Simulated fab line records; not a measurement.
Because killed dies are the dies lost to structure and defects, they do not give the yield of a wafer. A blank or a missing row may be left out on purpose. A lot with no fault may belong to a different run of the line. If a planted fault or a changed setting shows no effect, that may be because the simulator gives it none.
A lot that was struck, set against a sound lot + flow n5Finfet + 25 steps out of a route of 1938
Sound: the wafers L321.1, L321.5, L321.6. Wafers struck: L325.1, L325.2, L325.4. Last of all comes the cause.
For every step that has rows: the tool of each side, followed by ch and its chambers, followed by its first start. Under that, the readings that differ: sound wafers + struck wafers + difference of the means + sigmas: that difference in standard deviations of wafers without a fault.
alike: readings with means less than 2 such deviations apart, plus words and numbers identical on both sides. not compared: withheld readings, readings lacking a value on some wafer, bounds such as >300 that could conceal the same value, and numbers that have no deviation in the record and whose values overlap.
A row with sigmas, a row that says differs or no value, or rows on one side alone: a step with any of these is where the two part. When numbers do not overlap yet have no deviation, they are printed without sigmas and do not part them. A reading missing from all wafers of one side parts the sides only when that side holds two or more wafers.

N5_BEOL_M6_THK_MEAS_53: measures by xrf.
  struck on filmMetro-01, day 11 13:05; sound on filmMetro-01, day 10 16:37
  alike: M6_THK
then, 1 step without rows for these wafers: N5_BEOL_M6_PRE_CLEAN_55 (time 15 s).
N5_BEOL_M6_DEP_56: deposits SiCN from 3MS/NH3, target thk 10 nm, time 17.5 s.
  sound on pecvd-03 ch 0,1,2, day 10 16:41; struck on pecvd-02 ch 1,2, day 11 13:08
  alike: rfFwdPowerW, showerheadPlenumPTorr, throttleValvePct
N5_BEOL_M6_RS_MEAS_57: the measuring method here is four-point-probe.
  struck on filmMetro-01, day 11 13:13; sound on filmMetro-01, day 10 16:45
  alike: M6_RS
N5_BEOL_M6_INSPECT_58: inspects for defects (darkfield).
  struck on defectInspect-02, day 11 13:14; sound on defectInspect-02, day 10 16:47
  alike: rawDefectCount
N5_BEOL_M7_ILD_DEP_00: deposits SiCOH lowk from DEMS/porogen, target thk 179.75 nm, time 33.4 s.
  sound on pecvd-02 ch 0,2, day 10 16:49; struck on pecvd-03 ch 1,2, day 11 13:16
  alike: heaterPowerOuterW, heaterPowerW, rfFwdPowerW, showerheadPlenumPTorr, throttleValvePct
N5_BEOL_M7_CURE_74: cures SiCOH lowk, time 240 s.
  sound on uvCure-03 ch 2, day 10 18:41; struck on uvCure-01 ch 1, day 11 13:20
  alike: lampPowerPct, wafer_temp_C_max
N5_BEOL_M7_THK_MEAS_01:
  struck on filmMetro-01, day 11 13:51; sound on filmMetro-01, day 10 19:41
  alike: M7_ILD_THK
then, 4 steps without rows for these wafers: N5_BEOL_M7_PECVD_70 (deposits SiO2 from TEOS/O2, target thk 20 nm, time 22.7 s); N5_BEOL_M7_HM_DEP_02 (deposits TiN, target thk 20 nm); N5_BEOL_M7_COAT_59 (time 60 s, resist thk 100 nm); N5_BEOL_M7_COAT_60 (time 60 s, resist thk 35 nm).
N5_BEOL_M7_COAT_05: resist thk 90 nm.
  sound on lithoTrack-05 ch 0, day 10 20:46; struck on lithoTrack-02 ch 0, day 11 16:49
| reading                                     | sound                | struck               | difference | sigmas      |
|---------------------------------------------|----------------------|----------------------|------------|-------------|
| spinSpeedRpm (rpm)                          | 1501.3 1500.7 1500.5 | 1728.5 1728.3 1727.6 | +227.3     | +99 or more |
| model.CAR-ArF_of_BEOL_M7_COAT_05.thkNm (nm) | 90 89.8 90           | 84.2 83.6 84         | -6.0       |             |
then, 5 steps without rows for these wafers: N5_BEOL_M7_EBR_07; N5_BEOL_M7_SOFTBAKE_06 (time 60 s); N5_BEOL_M7_EXPOSE_08 (exposes mask M7); N5_BEOL_M7_PEB_09 (peb time 60 s); N5_BEOL_M7_DEVELOP_10 (develop time 30 s).
N5_BEOL_M7_CD_MEAS_11 targets a cd of 38.5 nm.
  sound on cdSem-01 ch 0, day 10 21:17; struck on cdSem-02 ch 0, day 11 17:11
  alike: cdNm
N5_BEOL_M7_OVL_MEAS_12:
  sound on overlay-01 ch 0, day 10 21:19; struck on overlay-01 ch 0, day 11 17:14
  alike: M7_OVL
N5_BEOL_M7_INSPECT_13: inspects for defects (brightfield).
  struck on defectInspect-02, day 11 17:16; sound on defectInspect-01, day 10 21:20
  alike: rawDefectCount
N5_BEOL_M7_DESCUM_16: chemistry O2, time 7.9 s.
  sound on rieDiel-03 ch 0,3, day 10 21:28; struck on rieDiel-06 ch 1,2,3, day 11 17:44
| reading                      | sound          | struck         | difference | sigmas |
|------------------------------|----------------|----------------|------------|--------|
| showerheadPlenumPTorr (Torr) | 2.22 2.23 2.22 | 2.05 2.14 2.09 | -0.13      | -2     |
  alike: drypumpMotorCurrentA, oesProductAu, rfFwdPowerW, rfVppV, throttleValvePct
  not compared: rfHoursCounterH
N5_BEOL_M7_ETCH_61: etches SiARC in CF4, target depth 45.5 nm, time 75.8 s.
  sound on rieDiel-03 ch 0,3, day 10 21:29; struck on rieDiel-06 ch 1,2,3, day 11 17:46
| reading                                     | sound          | struck         | difference | sigmas |
|---------------------------------------------|----------------|----------------|------------|--------|
| showerheadPlenumPTorr (Torr)                | 2.27 2.27 2.27 | 2.10 2.20 2.14 | -0.12      | -2     |
| model.CAR-ArF_of_BEOL_M7_COAT_05.thkNm (nm) | 50.8 50.6 50.8 | 45 44.6 45     | -6         |        |
  alike: drypumpMotorCurrentA, etchRfOnTimeS, oesProductAu, rfFwdPowerW, rfVppV, throttleValvePct
  not compared: rfHoursCounterH
N5_BEOL_M7_ETCH_62: etches SOC in N2/H2, target depth 110 nm, overetch 22 nm, time 165 s.
  sound on rieDiel-03 ch 0,3, day 10 21:33; struck on rieDiel-06 ch 1,2,3, day 11 17:50
  alike: drypumpMotorCurrentA, h2FlowSccm, oesProductAu, rfFwdPowerW, rfVppV, showerheadPlenumPTorr, throttleValvePct
  not compared: rfHoursCounterH
-- the record jumps here: 3 days lie between the struck wafers' starts before and after (it left off in module BEOL_M7 and takes up again in module PASSIVATION, whose first step shown is number 1936 of the route) --
N5_PASSIVATION_PROBE_49:
  struck on prober-01, day 14 20:50; sound on prober-01, day 14 04:20
| reading            | sound | struck   | difference | sigmas |
|--------------------|-------|----------|------------|--------|
| killed_at_M0_to_M3 | 75    | 25 39 22 | -46        | -4     |
  alike: defectLimitedYield, killed_at_M4_up, killedAtContacts, killedAtFrontEnd, killedAtOther, killedDies, killedOpen, killedShort, sort_bin_5_function, sort_bin_6_memory, sort_bin_8_speed, sortNPass, sortYieldPct

## WHERE THEY PART
Earliest at N5_BEOL_M7_COAT_05; latest, in this record, at N5_PASSIVATION_PROBE_49.

WHY: what had been put in by the simulator
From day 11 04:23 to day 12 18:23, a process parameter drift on lithoTrack-02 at N5_BEOL_M7_COAT_05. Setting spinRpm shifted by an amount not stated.
